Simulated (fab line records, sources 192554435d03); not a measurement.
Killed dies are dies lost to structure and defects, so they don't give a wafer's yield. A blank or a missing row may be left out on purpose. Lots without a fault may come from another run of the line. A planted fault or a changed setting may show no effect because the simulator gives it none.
Chamber matching | flow n5_finfet | N5_SPACER0_ALD_00 on ald_sin-02: 4 sister chambers
The step deposits SiOCN, target thk 3.5 nm, pulse time 3 s, purge time 2 s. 4 wafers are shown with their chamber, then 8 later ones without.

WAFERS WITH THEIR CHAMBER
wafer  | chamber | heater_power_w (W)
L078.6 | 0       | 731
L083.4 | 1       | 858
L083.6 | 3       | 881
L086.2 | 2       | 861

WAFERS WITHOUT THEIR CHAMBER
wafer  | heater_power_w (W)
L086.3 | 723
L086.5 | 857
L089.1 | 856
L089.5 | 724
L089.6 | 900
L096.1 | 872
L096.4 | 872
L096.5 | 894

WHICH CHAMBER EACH WENT THROUGH
wafer  | from the rows above          | in truth
L086.3 | 0                            | 0
L086.5 | can't be placed: 1 or 2      | 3
L089.1 | can't be placed: 1 or 2      | 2
L089.5 | 0                            | 0
L089.6 | can't be placed: 3 or 2      | 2
L096.1 | can't be placed: 3 or 2 or 1 | 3
L096.4 | can't be placed: 3 or 2 or 1 | 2
L096.5 | can't be placed: 3 or 2      | 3
Placed correctly: 2 of 8. Can't be placed from these rows: 6 (the true chamber is among the candidates in 5). Placed wrongly: 0.
How it was worked out, from the rows above alone: a wafer's distance from a chamber is the root of the sum, over the readings, of the square of ((its reading less the chamber's mean) divided by the reading's scatter). The wafer belongs to the nearest chamber; if the next one is less than 2 further off, it can't be placed. A chamber's mean is the mean of its shown wafers. The scatter: with one shown wafer a chamber, the root of the mean of the squares of how far each hidden wafer lies from its nearest shown one.
